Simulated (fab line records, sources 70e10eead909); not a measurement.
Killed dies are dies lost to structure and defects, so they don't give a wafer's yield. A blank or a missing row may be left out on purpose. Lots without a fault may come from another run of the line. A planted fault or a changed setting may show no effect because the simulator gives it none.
A struck lot beside a sound one | flow nand_harc | 40 steps out of a route of 1159
Sound: wafers L911.1, L911.3, L911.6. Struck: wafers L914.1, L914.2, L914.5. The cause comes at the end.
At each step with rows: each side's tool, then ch and its chambers, then its first start. Under that, the readings that differ: sound wafers | struck wafers | difference of the means | sigmas: that difference in standard deviations of wafers without a fault.
alike: readings whose means differ by less than 2 such deviations, and words and numbers that are the same on both sides. not compared: withheld readings, readings that some wafer has no value for, bounds like >300 that may hide the same value, and numbers for which the record gives no deviation and whose values overlap.
The two part at a step that has a row with sigmas, a row that says differs or no value, or rows on one side only. Numbers that don't overlap but have no deviation are shown without sigmas and don't part them. A reading that every wafer of one side lacks parts them only if that side has two wafers or more.

first, 5 steps without rows for these wafers: NHARC_A_STAIRCASE_HARDBAKE_290 (time 140 s); NHARC_A_STAIRCASE_DESCUM_291 (chemistry O2, time 3 s); NHARC_A_STAIRCASE_ETCH_292 (etches the open film in CF4/CHF3); NHARC_A_STAIRCASE_HM_OPEN_460 (chemistry O2/COS); NHARC_A_STAIRCASE_STRIP_461 (strips in O2/COS).
NHARC_A_STAIRCASE_ETCH_452: etches the open film in CF4/O2, target depth 30 nm, overetch 3 nm, time 16.5 s.
  sound on rie_diel-01 ch 1,2; struck on rie_diel-02 ch 0,3
  alike: drypump_motor_current_A, mfc_ar_sccm, oes_product_au, rf_fwd_power_W, rf_vpp_V, showerhead_plenum_p_Torr, throttle_valve_pct
  not compared: rf_hours_counter_h
then, 1 step without rows for these wafers: NHARC_A_STAIRCASE_ETCH_294 (etches the open film in C4F8/O2/Ar, target depth 4992 nm, time 1212.4 s).
NHARC_A_STAIRCASE_STRIP_295: strips in O2.
  sound on rie_diel-01 ch 0,2,3; struck on rie_diel-02 ch 0,1
  alike: drypump_motor_current_A, mfc_ar_sccm, oes_product_au, rf_vpp_V, showerhead_plenum_p_Torr, throttle_valve_pct
  not compared: rf_hours_counter_h
then, 3 steps without rows for these wafers: NHARC_A_STAIRCASE_STRIP_296 (strips in SPM, time 900 s); NHARC_A_STAIRCASE_PRECLEAN_297 (cleans in SC1); NHARC_A_STAIRCASE_SRD_298.
NHARC_A_STAIRCASE_HM_DEP_462: deposits aC, target thk 800 nm.
  sound on acl_dep-03 ch 0, day 12 20:05; struck on acl_dep-03, day 13 14:09
  no value came back on the struck wafers for susceptor_temp_C (C), throttle_valve_pct (%); on the sound wafers susceptor_temp_C (C) reads 399.99 399.95 400.00
then, 11 steps without rows for these wafers: NHARC_A_STAIRCASE_DEP_301 (deposits SiON, target thk 30 nm); NHARC_A_STAIRCASE_DEHYDRATE_302 (time 120 s); NHARC_A_STAIRCASE_HMDS_303 (time 30 s); NHARC_A_STAIRCASE_COAT_304; NHARC_A_STAIRCASE_SOFTBAKE_305 (time 170 s); NHARC_A_STAIRCASE_EBR_306; NHARC_A_STAIRCASE_EXPOSE_307 (exposes mask CHOP 50); NHARC_A_STAIRCASE_PEB_308 (peb time 130 s); NHARC_A_STAIRCASE_DEVELOP_309 (time 140 s); NHARC_A_STAIRCASE_HARDBAKE_311 (time 140 s); NHARC_A_STAIRCASE_DESCUM_312 (chemistry O2, time 3 s).
NHARC_A_STAIRCASE_ETCH_313: etches the open film in CF4/CHF3.
  sound on rie_diel-02 ch 0,2, day 12 22:54; struck on rie_diel-01 ch 0,1,2, day 13 17:04
  alike: drypump_motor_current_A, mfc_ar_sccm, oes_product_au, rf_fwd_power_W, rf_vpp_V, showerhead_plenum_p_Torr, throttle_valve_pct
  not compared: rf_hours_counter_h
then, 3 steps without rows for these wafers: NHARC_A_STAIRCASE_HM_OPEN_463 (chemistry O2/COS); NHARC_A_STAIRCASE_STRIP_464 (strips in O2/COS); NHARC_A_STAIRCASE_ETCH_453 (etches the open film in CF4/O2, target depth 30 nm, overetch 3 nm, time 16.5 s).
NHARC_A_STAIRCASE_ETCH_315: etches the open film in C4F8/O2/Ar, target depth 2500 nm, time 607.1 s.
  sound on rie_diel-02 ch 0,1,3; struck on rie_diel-01 ch 1,2
  reading               | sound             | struck            | difference | sigmas
  oes_product_au (a.u.) | 0.937 0.903 0.927 | 0.944 0.931 0.949 | +0.019     | +2
  alike: rf_fwd_power_W, rf_vpp_V
  not compared: rf_hours_counter_h
then, 5 steps without rows for these wafers: NHARC_A_STAIRCASE_STRIP_316 (strips in O2); NHARC_A_STAIRCASE_STRIP_317 (strips in SPM, time 900 s); NHARC_A_STAIRCASE_PRECLEAN_318 (cleans in SC1); NHARC_A_STAIRCASE_SRD_329; NHARC_A_STAIRCASE_ALD_415 (deposits SiO2, target thk 30 nm, pulse time 6 s, ald cycles 300).
NHARC_A_STAIRCASE_ETCHBACK_416: etches the open film in C4F8/O2/Ar, target depth 36 nm, time 7.2 s.
  sound on rie_diel-08 ch 0,2,3; struck on rie_diel-02 ch 1,2,3
  alike: oes_product_au, rf_fwd_power_W, rf_vpp_V
  not compared: rf_hours_counter_h
then, 5 steps without rows for these wafers: NHARC_A_STAIRCASE_STRIP_476 (strips in O2, time 20 s); NHARC_A_STAIRCASE_DEP_417 (deposits Si3N4, target thk 60 nm); NHARC_A_STAIRCASE_WET_418 (chemistry H3PO4, target depth 20 nm); NHARC_A_STAIRCASE_PRECLEAN_419 (cleans in SC1); NHARC_A_STAIRCASE_SRD_421.
NHARC_END_SORT_01:
  the record has rows for the sound wafers here (prober-02 ch 0, day 20 23:36) and none for the struck ones

WHERE THEY PART
First at NHARC_A_STAIRCASE_HM_DEP_462; last, within this record, at NHARC_END_SORT_01.

WHY: what the simulator had put in
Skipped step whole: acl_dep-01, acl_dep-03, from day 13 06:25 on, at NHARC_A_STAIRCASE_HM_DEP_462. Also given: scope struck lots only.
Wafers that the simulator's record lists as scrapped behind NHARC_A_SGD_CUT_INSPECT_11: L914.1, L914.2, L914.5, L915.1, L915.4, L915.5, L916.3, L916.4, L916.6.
